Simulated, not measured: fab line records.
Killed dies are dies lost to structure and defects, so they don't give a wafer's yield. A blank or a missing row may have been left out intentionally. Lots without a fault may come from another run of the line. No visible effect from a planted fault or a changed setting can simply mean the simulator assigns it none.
fab line records | flow n5-finfet | part 2 of 2: steps 15 to 24 of 24
[record] lots = 5 wafers = 15 last-day = 17
route steps=1938 shown BEOL_M0_CUTY@710 BEOL_M0@715
lots untouched by any fault: they come from a run of this same line in which no faults occurred
start-h: hours from the record's opening day to when the first of the lot's shown wafers began | wait-h: time in hours since the lot's previous step | " as in the row above | L1.1+2: one row covering several wafers at once | - no value present, or no start provided | * or withheld: withheld | < > ~ a bound
route shown NAME@n: names a module that has steps shown in the file, with the first one's number in the route | usual: the fault-free wafers' mean and standard deviation | same: alike in all rows | chamber/n: place in a boat | sites: readings site by site | _std_site: how widely they spread, as a standard deviation | _edge_site: outer sites' mean less inner sites' | radius-mm: for every site, how far away it sits from the centre of the wafer | mask NAME#n: copy n | behind: tool/chamber where the wafer was last shaped | hold: cause of the lot's hold/its duration in hours/its outcome | device: whichever transistor did not switch (one of n, p or np) | end of line: the tests these same wafers got at the end of their route | a step with no rows: only its recipe | killed: dies that structure and defects cost at the first sort, which is not the same as the wafer's yield | map: dies across one wafer; x = killed, . = not, _ = none there
set.NAME: the setting the step ran with; set.NAME@STEP: the setting that earlier step ran with | model.NAME: the simulator's own value behind a step, which no gauge read
certain route steps with their lots: each step a table, each wafer a row
services: a tool's chamber out of use, with start hour (start-h, from the record's first day; less than 0 if before it), hours out, and reason
[[steps]]
[step N5_BEOL_M0_HM_STRIP_129]
[recipe] chemistry = peroxide-tin-strip material = TiN target-depth-a = 170 temp-c = 50 time-s = 108
[usual] bath-heat-duty-pct = 7.1/0.96
// columns lot.wafer tool chamber start-h wait-h bath-heat-duty-pct
L076.2 wet-bench-05 7 130.79 0.0 8.4
L076.4 " 3 " " 6.7
L076.6 " 0 " " 5.8
L078.2 wet-bench-01 1 138.56 0.0 6.4
L078.4 " 7 " " 8.0
L078.6 " 4 " " 8.3
L082.2 wet-bench-06 4 171.37 0.0 7.7
L082.3 " 1 " " 6.4
L082.6 " 2 " " 8.2
L090.1 wet-bench-01 6 212.10 0.0 6.4
L090.3 " 5 " " 5.7
L090.4 " 2 " " 5.6
L094.1 wet-bench-06 4 239.78 0.0 7.9
L094.2 " 3 " " 9.5
L094.6 " 7 " " 6.0
[step N5_BEOL_M0_SRD_130]
[recipe] time-s = 30 temp-c = 23 rinse-liquid = diw dry = ipa-marangoni
[usual] bath-heat-duty-pct = 3.6/0.56
// columns lot.wafer tool chamber start-h wait-h bath-heat-duty-pct
L076.2 wet-bench-05 7 130.82 0.0 4.3
L076.4 " 3 " " 3.7
L076.6 " 0 " " 3.1
L078.2 wet-bench-01 1 138.59 0.0 3.1
L078.4 " 7 " " 3.3
L078.6 " 4 " " 4.4
L082.2 wet-bench-06 4 171.40 0.0 3.1
L082.3 " 1 " " 2.7
L082.6 " 2 " " 3.9
L090.1 wet-bench-01 6 212.13 0.0 3.8
L090.3 " 5 " " 3.2
L090.4 " 2 " " 3.2
L094.1 wet-bench-06 4 239.81 0.0 3.0
L094.2 " 3 " " 4.5
L094.6 " 7 " " 2.3
[step N5_BEOL_M0_ETCH_109]
[recipe] chemistry = CH3F/O2 target-depth-a = 80 overetch-a = 24 target = SiCN time-s = 27.4 ion-energy-ev = 120 pressure-mtorr = 30 source-w = 395 bias-w = 75 Ar_flow_sccm = 150 CH3F_flow_sccm = 30 O2_flow_sccm = 20
[usual] drypump-motor-current-A = 5.5/0.42 oes-product-au = 0.69/0.077 rf-vpp-V = 297.8/1.9 showerhead-plenum-p-Torr = 2.03/0.08 throttle-valve-pct = 16.35/0.27
// columns lot.wafer tool chamber start-h wait-h drypump-motor-current-A oes-product-au rf-hours-counter-h rf-vpp-V showerhead-plenum-p-Torr throttle-valve-pct
L076.2 rie-diel-05 1 130.86 0.0 5.5 0.69 99 297.1 1.93 16.29
L076.4 " 0 " " 4.7 0.77 23 296.5 2.06 16.04
L076.6 " 1 " " 5.6 0.70 - 295.6 1.93 16.29
L078.2 rie-diel-01 0 138.75 0.1 5.7 0.57 249 298.0 2.07 16.80
L078.4 " 1 " " 5.1 0.61 205 298.4 2.07 16.66
L078.6 " 3 " " 5.6 0.68 - 298.2 2.02 16.08
L082.2 rie-diel-01 1 171.45 0.0 5.0 0.60 220 298.7 2.06 16.69
L082.3 " 3 " " 5.6 0.67 106 297.6 2.02 16.12
L082.6 " 0 " " 5.8 0.83 - 298.2 2.06 16.29
L090.1 rie-diel-05 1 212.18 0.0 5.6 0.66 127 294.5 1.92 16.36
L090.3 " 0 " " 4.7 0.72 52 297.2 2.05 16.12
L090.4 " 3 " " 6.3 0.76 35 296.9 1.98 15.97
L094.1 rie-diel-01 2 239.86 0.0 5.9 0.78 18 299.8 2.14 16.37
L094.2 " 0 " " 5.8 0.76 30 298.5 2.06 16.36
L094.6 " 1 " " 5.0 0.57 - 299.6 2.06 16.74
[step N5_BEOL_M0_STRIP_139]
[recipe] chemistry = post-etch-residue-remover time-s = 60 temp-c = 25 remover-ph = withheld remover-water-wt-pct = withheld remover-fluoride-wt-pct = withheld
// columns lot.wafer tool chamber start-h wait-h
L076.2+4+6 wet-bench-05 5,1,2 130.97 0.1
L078.2+4+6 wet-bench-06 7,2,1 138.85 0.1
L082.2+3+6 wet-bench-06 0,1,7 171.55 0.1
L090.1+3+4 wet-bench-01 0,2,1 212.28 0.1
L094.1+2+6 wet-bench-05 0,1,5 239.96 0.1
[step N5_BEOL_M0_SRD_111]
[recipe] time-s = 30 temp-c = 23 rinse-liquid = diw dry = ipa-marangoni
[usual] bath-heat-duty-pct = 3.7/0.56
// columns lot.wafer tool chamber start-h wait-h bath-heat-duty-pct
L076.2 wet-bench-05 5 130.99 0.0 4.8
L076.4 " 1 " " 4.2
L076.6 " 2 " " 3.1
L078.2 wet-bench-06 7 138.87 0.0 3.1
L078.4 " 2 " " 4.2
L078.6 " 1 " " 4.2
L082.2 wet-bench-06 0 171.57 0.0 3.7
L082.3 " 1 " " 3.9
L082.6 " 7 " " 2.7
L090.1 wet-bench-01 0 212.30 0.0 3.8
L090.3 " 2 " " 3.1
L090.4 " 1 " " 3.4
L094.1 wet-bench-05 0 239.98 0.0 3.4
L094.2 " 1 " " 3.0
L094.6 " 5 " " 4.0
[step N5_BEOL_M0_DEGAS_112]
[recipe] ambient = vacuum temp-c = 250 time-s = 60
[usual] heater-power-w = 323/34
// columns lot.wafer tool chamber start-h wait-h heater-power-w
L076.2 pvd-sputter-02 - 131.25 0.2 345
L076.4 " - " " 327
L076.6 " - " " 340
L078.2 pvd-sputter-02 - 139.28 0.4 323
L078.4 " - " " 335
L078.6 " - " " 345
L082.2 pvd-sputter-03 - 171.91 0.3 287
L082.3 " - " " 381
L082.6 " - " " 363
L090.1 pvd-sputter-02 - 213.26 0.9 330
L090.3 " - " " 270
L090.4 " - " " 355
L094.1 pvd-sputter-02 - 240.16 0.2 280
L094.2 " - " " 334
L094.6 " - " " 338
[step N5_BEOL_M0_PRE_CLEAN_113]
[recipe] gas = H2/He time-s = 30 temp-c = 250
[usual] heater-power-w = 323/35
// columns lot.wafer tool chamber start-h wait-h heater-power-w
L076.2 pvd-sputter-02 - 131.29 0.0 348
L076.4 " - " " 320
L076.6 " - " " 329
L078.2 pvd-sputter-02 - 139.32 0.0 335
L078.4 " - " " 337
L078.6 " - " " 351
L082.2 pvd-sputter-03 - 171.95 0.0 291
L082.3 " - " " 380
L082.6 " - " " 375
L090.1 pvd-sputter-02 - 213.30 0.0 330
L090.3 " - " " 268
L090.4 " - " " 354
L094.1 pvd-sputter-02 - 240.20 0.0 273
L094.2 " - " " 330
L094.6 " - " " 337
[step N5_BEOL_M0_ALD_136]
[recipe] material = TaN target-thk-a = * temp-c = 275 ald-precursor-family = PDMAT ald-co-reactant = NH3 pressure-torr = 3 carrier-flow-sccm = 1500 pulse-time-s = 2 purge-time-s = 3 co-reactant-purge-time-s = 2 co-reactant-pulse-time-s = 3 ald-cycles = 30 precursor-vessel-temp-c = 75 precursor-vessel-pressure-torr = 26.25 precursor-vessel-carrier-sccm = 1000
[usual] heater-power-w = 430/62
// columns lot.wafer tool chamber start-h wait-h heater-power-w
L076.2 ald-metal-03 1 131.43 0.1 554
L076.4 " 1 " " 550
L076.6 " 2 " " 380
L078.2 ald-metal-03 3 139.56 0.2 472
L078.4 " 2 " " 370
L078.6 " 3 " " 457
L082.2 ald-metal-01 2 172.09 0.1 453
L082.3 " 3 " " 385
L082.6 " 0 " " 347
L090.1 ald-metal-02 0 213.38 0.1 444
L090.3 " 2 " " 396
L090.4 " 3 " " 400
L094.1 ald-metal-03 2 240.49 0.3 377
L094.2 " 0 " " 330
L094.6 " 1 " " 548
[step N5_BEOL_M0_SURFACE_TREAT_137]
[recipe] gas = Ar time-s = * ion-energy-ev = * ion-current-ma-cm2 = 0.5 pressure-mtorr = * ar-flow-sccm = 30
[usual] throttle-valve-pct = *
// columns lot.wafer tool chamber start-h wait-h throttle-valve-pct
L076.2 pvd-sputter-03 - 131.66 0.1 *
L076.4 " - " " *
L076.6 " - " " *
L078.2 pvd-sputter-02 - 139.79 0.1 *
L078.4 " - " " *
L078.6 " - " " *
L082.2 pvd-sputter-01 - 172.46 0.3 *
L082.3 " - " " *
L082.6 " - " " *
L090.1 pvd-sputter-02 - 213.62 0.1 *
L090.3 " - " " *
L090.4 " - " " *
L094.1 pvd-sputter-03 - 240.95 0.4 *
L094.2 " - " " *
L094.6 " - " " *
[step N5_BEOL_M0_CVD_115]
[recipe] material = Co target-thk-a = * temp-c = withheld precursor = CCTBA/H2 pressure-torr = 30 time-s = 120
// columns lot.wafer tool chamber start-h wait-h
L076.2+4+6 cvd-co-01 2,0,2 131.72 0.0
L078.2+4+6 cvd-co-02 0,2,1 139.85 0.0
L082.2+3+6 cvd-co-02 1,2,0 172.58 0.1
L090.1+3+4 cvd-co-01 0,1,1 213.72 0.1
L094.1+2+6 cvd-co-01 0,2,1 241.24 0.3
[[services]]
// columns tool chamber start-h hours kind
rie-diel-03 2 110.03 1.3 repair
rie-diel-03 - 114.49 14.6 pm
rie-metal-01 - 120.43 0.8 repair
rie-diel-01 3 120.80 2.2 repair
rie-diel-01 1 123.00 5.2 repair
pvd-sputter-01 - 133.40 2.5 repair
ald-metal-02 - 137.72 6.0 pm
rie-metal-03 - 140.87 57.9 repair
rie-diel-01 0 141.30 - clean
rie-diel-01 0 141.30 - consumable-replace:focus-ring
rie-diel-01 0 141.30 18.6 scheduled-down
rie-diel-01 0 141.30 18.6 vent-cycle
rie-metal-02 0 145.50 5.4 repair
rie-diel-01 2 159.92 - clean
rie-diel-01 2 159.92 - consumable-replace:focus-ring
rie-diel-01 2 159.92 - consumable-replace:showerhead
rie-diel-01 2 159.92 23.7 scheduled-down
rie-diel-01 2 159.92 23.7 vent-cycle
cvd-co-01 - 163.02 0.8 repair
rie-diel-03 0 167.94 1.8 repair
ald-metal-02 - 226.08 2.8 pm
ald-metal-02 3 229.30 42.8 repair
rie-diel-01 3 233.35 4.4 repair
rie-metal-01 1 235.56 4.2 repair
